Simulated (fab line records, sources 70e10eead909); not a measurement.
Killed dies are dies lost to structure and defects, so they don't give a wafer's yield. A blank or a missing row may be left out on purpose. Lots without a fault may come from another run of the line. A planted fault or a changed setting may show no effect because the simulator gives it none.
fab line records | flow nand_harc
record lots=11 wafers=33 last_day=24
route steps=1159 shown A_STAIRCASE@593
lots that met no fault: from a run of the same line without faults
start_h: hours from the record's first day to the start of the lot's first wafer shown | wait_h: hours since the lot's step before | " the same as in the row above | L1.1+2: a row that stands for several wafers | - no value, or no start given | * or withheld: withheld | < > ~ a bound
route shown NAME@n: a module of which the file shows steps, and the number in the route of the first | usual: mean/standard deviation of fault-free wafers | same: alike in all rows | chamber/n: place in a boat | sites: the reading at each site | _std_site: their standard deviation | _edge_site: outer sites' mean less inner sites' | radius_mm: how far each site lies from the wafer's centre | mask NAME#n: copy n | behind: the tool/chamber that last shaped the wafer | hold: why the lot was held/for how many hours/how that ended | device: the transistor (n, p or np) that didn't switch | end of line: the same wafers' tests at the end of the route | a step without rows: its recipe alone | killed: dies lost to structure and defects at the first sort, not the wafer's yield | map: a wafer's dies, x killed, . not, _ none there
set.NAME: the setting as run; set.NAME@STEP: as run at that earlier step | model.NAME: the simulator's own value behind a step, which no gauge read
steps of the route over a sample of lots; a table a step, a row a wafer
services: from which hour (start_h, from the record's first day; less than 0 if before it) a tool's chamber was out of use, for how many hours, and why
## steps
# step NHARC_A_STAIRCASE_ETCH_199
# recipe target_depth_a=1000 time_s=40.5 ion_energy_ev=400 c4f8_flow_sccm=20 o2_flow_sccm=10 ar_flow_sccm=withheld rf_w=600 bias_w=1000 chemistry=C4F8/O2
# usual oes_product_au=0.948/0.013 rf_fwd_power_W=591/3.3 rf_vpp_V=897/4.3
# columns lot.wafer tool chamber start_h wait_h oes_product_au rf_fwd_power_W rf_hours_counter_h rf_vpp_V
L494.3 rie_diel-11 1 - - 0.947 587 16 901
L494.1 " 2 " " 0.941 591 17 900
L494.5 " 1 " " 0.951 584 - 902
L499.2 rie_diel-11 3 - - 0.930 591 26 896
L499.3 " 2 " " 0.947 589 25 900
L499.6 " 0 " " 0.959 588 - 889
L498.2 rie_diel-13 0 - - 0.947 594 61 903
L498.3 " 3 " " 0.936 593 53 903
L498.6 " 1 " " 0.940 593 - 903
L500.1 rie_diel-11 0 - - 0.947 589 31 889
L500.3 " 3 " " 0.921 593 32 895
L500.5 " 1 " " 0.966 587 - 902
L501.3 rie_diel-07 1 - - 0.959 597 14 895
L501.2 " 0 " " 0.952 595 15 894
L501.4 " 0 " " 0.958 597 - 896
L503.1 rie_diel-07 2 - - 0.962 588 18 897
L503.5 " 3 " " 0.941 588 - 898
L503.6 " 0 " " 0.955 596 - 894
L505.3 rie_diel-07 1 - - 0.928 595 31 897
L505.1 " 3 " " 0.946 591 30 898
L505.4 " 0 " " 0.949 596 29 894
L507.2 rie_diel-13 3 - - 0.927 595 15 902
L507.1 " 0 " " 0.936 596 16 905
L507.6 " 2 " " 0.945 591 - 903
L512.2 rie_diel-13 3 - - 0.936 594 22 901
L512.4 " 0 " " 0.951 596 24 905
L512.5 " 2 " " 0.953 589 - 902
L516.3 rie_diel-07 0 - - 0.949 593 43 894
L516.1 " 1 " " 0.943 594 44 896
L516.4 " 1 " " 0.948 595 - 895
L517.2 rie_diel-07 0 - - 0.968 596 48 893
L517.3 " 2 " " 0.974 591 42 895
L517.6 " 0 " " 0.957 596 - 893
# step NHARC_A_STAIRCASE_TRIM_220
# recipe time_s=211.2 o2_flow_sccm=500 ar_flow_sccm=0 bias_w=0 chemistry=O2
# usual drypump_motor_current_A=5.9/0.34 oes_product_au=1.005/0.012 rf_vpp_V=57.9/0.91 run_length_s=232.5/0.47 showerhead_plenum_p_Torr=3.58/0.13 throttle_valve_pct=17.038/0.0096
# columns lot.wafer tool chamber start_h wait_h drypump_motor_current_A oes_product_au rf_hours_counter_h rf_vpp_V run_length_s showerhead_plenum_p_Torr throttle_valve_pct
L494.1 rie_diel-11 0 241.42 0.1 5.4 1.022 18 57.1 232.6 3.33 17.040
L494.3 " 1 " " 6.3 1.004 17 59.0 233.0 3.68 17.037
L494.5 " 3 " " 5.9 0.989 - 56.3 232.2 3.52 17.048
L499.3 rie_diel-11 2 259.64 0.1 6.5 1.000 26 59.2 232.2 3.64 17.052
L499.2 " 3 " " 6.0 0.993 26 59.2 231.9 3.52 17.033
L499.6 " 2 " " 6.5 1.004 - 57.1 231.4 3.64 17.035
L498.2 rie_diel-13 0 260.12 0.1 5.7 0.989 62 56.6 232.9 3.77 17.036
L498.3 " 1 " " 5.6 0.989 58 57.1 232.4 3.70 17.036
L498.6 " 3 " " 5.6 1.010 - 59.7 232.6 3.71 17.035
L500.3 rie_diel-11 0 275.53 0.1 5.4 1.018 32 58.1 232.6 3.32 17.040
L500.1 " 1 " " 6.3 1.014 31 57.7 232.9 3.67 17.039
L500.5 " 2 " " 6.5 1.012 - 57.3 231.5 3.63 17.049
L501.2 rie_diel-11 0 276.26 0.1 5.4 1.016 32 57.7 232.8 3.32 17.040
L501.3 " 1 " " 6.3 1.013 31 57.3 232.7 3.67 17.038
L501.4 " 2 " " 6.5 1.005 32 57.6 231.5 3.63 17.029
L503.1 rie_diel-07 0 306.36 0.1 6.3 0.995 23 57.3 232.4 3.48 17.044
L503.6 " 2 " " 5.9 1.016 - 57.9 232.7 3.54 17.034
L503.5 " 3 " " 5.8 1.001 - 58.8 233.1 3.59 17.028
L505.1 rie_diel-07 3 325.71 0.1 5.8 0.997 30 57.3 233.4 3.58 17.033
L505.3 " 0 " " 6.3 0.986 30 57.4 232.8 3.48 17.027
L505.4 " 1 " " 6.0 0.990 32 58.2 232.6 3.53 17.043
L507.2 rie_diel-13 3 328.70 0.1 5.6 0.997 15 57.9 232.6 3.70 17.062
L507.1 " 2 " " 6.0 1.018 14 57.7 233.0 3.70 17.038
L507.6 " 0 " " 5.7 1.003 - 58.5 232.8 3.76 17.034
L512.2 rie_diel-13 1 344.56 0.1 5.6 0.986 24 57.8 232.9 3.68 17.043
L512.4 " 3 " " 5.6 1.003 23 58.1 232.9 3.70 17.043
L512.5 " 0 " " 5.6 1.003 - 58.0 221.5 3.75 17.024
L516.3 rie_diel-07 2 369.96 0.1 5.9 1.034 39 58.7 232.6 3.52 17.052
L516.1 " 0 " " 6.3 1.006 44 57.5 232.5 3.47 17.049
L516.4 " 0 " " 6.3 1.016 - 58.5 232.7 3.47 17.034
L517.2 rie_diel-07 3 380.26 0.2 5.9 1.000 46 58.5 233.0 3.58 17.045
L517.3 " 1 " " 6.0 0.997 49 58.8 232.3 3.52 17.047
L517.6 " 2 " " 5.9 1.014 - 57.9 232.9 3.52 17.034
# step NHARC_A_STAIRCASE_TRIM_222
# recipe time_s=211.2 o2_flow_sccm=500 ar_flow_sccm=0 bias_w=0 chemistry=O2
# usual drypump_motor_current_A=5.9/0.35 oes_product_au=1.006/0.013 rf_vpp_V=58.0/0.91 run_length_s=232.6/0.5 showerhead_plenum_p_Torr=3.58/0.14 throttle_valve_pct=17.037/0.0095
# columns lot.wafer tool chamber start_h wait_h drypump_motor_current_A oes_product_au rf_hours_counter_h rf_vpp_V run_length_s showerhead_plenum_p_Torr throttle_valve_pct
L494.1 rie_diel-11 2 - - 6.5 0.996 18 58.4 232.1 3.64 17.045
L494.3 " 3 " " 5.9 0.993 19 57.2 232.4 3.52 17.048
L494.5 " 0 " " 5.4 1.010 - 56.9 232.5 3.33 17.020
L499.2 rie_diel-11 1 - - 6.3 1.013 25 58.5 233.2 3.67 17.043
L499.3 " 3 " " 6.0 0.992 26 58.0 231.9 3.52 17.033
L499.6 " 0 " " 5.4 1.011 - 56.8 232.5 3.32 17.042
L498.3 rie_diel-13 1 - - 5.7 0.987 58 57.6 232.3 3.70 17.035
L498.2 " 3 " " 5.6 1.005 53 58.0 232.5 3.71 17.037
L498.6 " 1 " " 5.7 0.974 - 60.0 232.3 3.70 17.054
L500.1 rie_diel-11 1 - - 6.3 1.008 31 58.5 232.9 3.67 17.043
L500.3 " 2 " " 6.5 1.018 32 58.6 231.6 3.63 17.029
L500.5 " 0 " " 5.4 1.006 - 56.4 232.9 3.32 17.030
L501.3 rie_diel-11 3 - - 5.9 0.997 33 58.1 232.0 3.52 17.050
L501.4 " 0 " " 5.4 1.007 32 55.9 232.5 3.32 17.048
L501.2 " 1 " " 6.3 1.016 31 58.4 233.0 3.67 17.026
L503.1 rie_diel-07 2 - - 5.9 1.024 18 57.2 232.6 3.54 17.028
L503.6 " 1 " " 6.1 0.994 - 58.4 232.1 3.54 17.045
L503.5 " 2 " " 5.9 1.017 - 57.7 232.8 3.54 17.051
L505.1 rie_diel-07 3 - - 5.8 1.004 30 57.1 233.2 3.59 17.026
L505.3 " 0 " " 6.3 0.994 30 57.4 233.0 3.48 17.019
L505.4 " 1 " " 6.1 0.991 32 57.5 232.1 3.53 17.056
L507.2 rie_diel-13 0 - - 5.6 1.002 19 58.4 232.6 3.76 17.024
L507.1 " 1 " " 5.6 0.995 17 58.9 232.3 3.69 17.011
L507.6 " 3 " " 5.6 0.979 - 57.8 232.8 3.70 17.021
L512.4 rie_diel-13 3 - - 5.6 0.995 23 57.9 232.4 3.70 17.043
L512.2 " 2 " " 6.0 1.032 22 57.9 233.3 3.69 17.025
L512.5 " 3 " " 5.6 1.006 - 59.5 232.5 3.69 17.032
L516.3 rie_diel-07 0 - - 6.3 1.007 44 56.8 232.6 3.47 17.046
L516.1 " 1 " " 6.1 0.990 45 57.6 232.8 3.53 17.050
L516.4 " 0 " " 6.4 1.003 - 58.5 232.5 3.47 17.028
L517.2 rie_diel-07 3 - - 5.9 1.010 46 56.7 233.4 3.58 17.034
L517.3 " 1 " " 6.0 1.000 50 59.8 232.2 3.52 17.040
L517.6 " 3 " " 5.8 0.998 - 59.1 233.2 3.58 17.026
# step NHARC_A_STAIRCASE_TRIM_226
# recipe time_s=211.2 o2_flow_sccm=500 ar_flow_sccm=0 bias_w=0 chemistry=O2
# usual drypump_motor_current_A=5.9/0.35 oes_product_au=1.005/0.013 rf_vpp_V=57.8/0.89 run_length_s=232.6/0.48 showerhead_plenum_p_Torr=3.58/0.13 throttle_valve_pct=17.036/0.009
# columns lot.wafer tool chamber start_h wait_h drypump_motor_current_A oes_product_au rf_hours_counter_h rf_vpp_V run_length_s showerhead_plenum_p_Torr throttle_valve_pct
L494.1 rie_diel-11 2 - - 6.5 1.009 18 57.7 231.9 3.64 17.033
L494.3 " 0 " " 5.4 1.005 18 58.5 232.5 3.33 17.037
L494.5 " 2 " " 6.5 1.001 - 57.4 232.2 3.64 17.026
L499.3 rie_diel-11 1 - - 6.3 1.016 25 57.8 232.8 3.67 17.025
L499.2 " 2 " " 6.5 1.005 26 58.4 231.7 3.64 17.051
L499.6 " 1 " " 6.4 1.029 - 58.0 232.9 3.67 17.045
L498.3 rie_diel-13 2 - - 6.0 1.012 54 58.5 232.8 3.71 17.034
L498.2 " 0 " " 5.6 0.993 62 59.3 232.5 3.77 17.023
L498.6 " 3 " " 5.6 1.002 - 56.8 232.6 3.71 17.020
L500.3 rie_diel-11 3 - - 5.9 0.989 33 59.1 232.1 3.52 17.036
L500.1 " 2 " " 6.5 1.015 32 56.5 231.7 3.63 17.025
L500.5 " 0 " " 5.4 1.019 - 56.3 232.4 3.32 17.047
L501.2 rie_diel-11 0 - - 5.4 1.022 33 56.1 232.6 3.32 17.045
L501.4 " 1 " " 6.3 1.023 32 57.2 232.7 3.67 17.045
L501.3 " 3 " " 6.0 0.986 33 57.2 232.3 3.52 17.031
L503.1 rie_diel-07 3 - - 5.8 0.996 24 58.6 233.1 3.59 17.031
L503.6 " 1 " " 6.0 0.992 - 58.0 232.1 3.54 17.035
L503.5 " 2 " " 5.9 1.022 - 56.1 233.2 3.54 17.036
L505.3 rie_diel-07 2 - - 5.9 1.011 27 58.7 233.3 3.53 17.039
L505.4 " 0 " " 6.3 0.997 30 55.8 233.0 3.48 17.045
L505.1 " 1 " " 6.0 0.991 32 59.5 232.3 3.53 17.028
L507.2 rie_diel-13 0 - - 5.6 0.993 20 59.0 232.8 3.76 17.024
L507.1 " 1 " " 5.6 0.999 18 59.0 232.3 3.69 17.037
L507.6 " 2 " " 6.0 1.012 - 58.7 233.1 3.70 17.026
L512.4 rie_diel-13 3 - - 5.6 0.988 23 59.6 232.6 3.69 17.046
L512.2 " 1 " " 5.6 0.990 25 57.8 232.8 3.68 17.015
L512.5 " 0 " " 5.7 0.999 - 57.8 233.2 3.75 17.035
L516.3 rie_diel-07 0 - - 6.3 1.005 45 59.2 232.7 3.47 17.046
L516.1 " 2 " " 5.9 1.029 39 56.2 232.6 3.52 17.032
L516.4 " 2 " " 5.9 1.013 - 57.8 232.9 3.52 17.041
L517.3 rie_diel-07 1 - - 6.1 1.005 51 57.3 232.3 3.52 17.027
L517.2 " 0 " " 6.4 1.006 50 57.1 232.4 3.47 17.039
L517.6 " 2 " " 5.9 1.021 - 56.7 233.1 3.52 17.037
## services
# columns tool chamber start_h hours kind
rie_diel-07 - 228.27 9.0 pm
rie_diel-07 0 228.27 9.0 vent_cycle
rie_diel-07 1 228.27 9.0 vent_cycle
rie_diel-07 2 228.27 9.0 vent_cycle
rie_diel-07 3 228.27 9.0 vent_cycle
rie_diel-07 0 237.27 - clean
rie_diel-07 1 237.27 - clean
rie_diel-07 2 237.27 - clean
rie_diel-07 3 237.27 - clean
rie_diel-07 0 261.80 - clean
rie_diel-07 1 261.80 - clean
rie_diel-07 2 261.80 - clean
rie_diel-07 3 261.80 - clean
rie_diel-07 2 268.97 15.6 repair
rie_diel-13 - 276.32 9.0 pm
rie_diel-11 3 279.07 6.1 repair
rie_diel-07 0 286.54 - clean
rie_diel-07 1 286.54 - clean
rie_diel-07 2 286.54 - clean
rie_diel-07 3 286.54 - clean
rie_diel-07 0 311.04 - clean
rie_diel-13 - 315.34 0.5 repair
rie_diel-11 - 366.68 9.0 pm
rie_diel-13 - 377.73 0.4 repair
## key
first_sign step=NHARC_A_STAIRCASE_TRIM_220 reading=run_length_s direction=down sigmas=24 usual=* struck=*
effect none on later readings
met_at NHARC_A_STAIRCASE_TRIM_220
struck_lots L512
struck_wafers L512.5
tester_left_out L512
not_acting_at NHARC_A_STAIRCASE_ETCH_199,NHARC_A_STAIRCASE_TRIM_222,NHARC_A_STAIRCASE_TRIM_226
onset_between 328.70 344.56
fault kind=process_parameter_drift tool=rie_diel-13 chamber=0 onset_h=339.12 steps=NHARC_A_STAIRCASE_TRIM_220 channel=time_s offset=* shape=step end_h=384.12 acts_in=* stated=*
# tester_left_out: of these lots the tester's yield and bins aren't shown, on N5 and GAA mostly nor the transistor test; their killed dies are dies lost to structure and defects alone, not to doping, threshold or leakage, so they don't give the yield
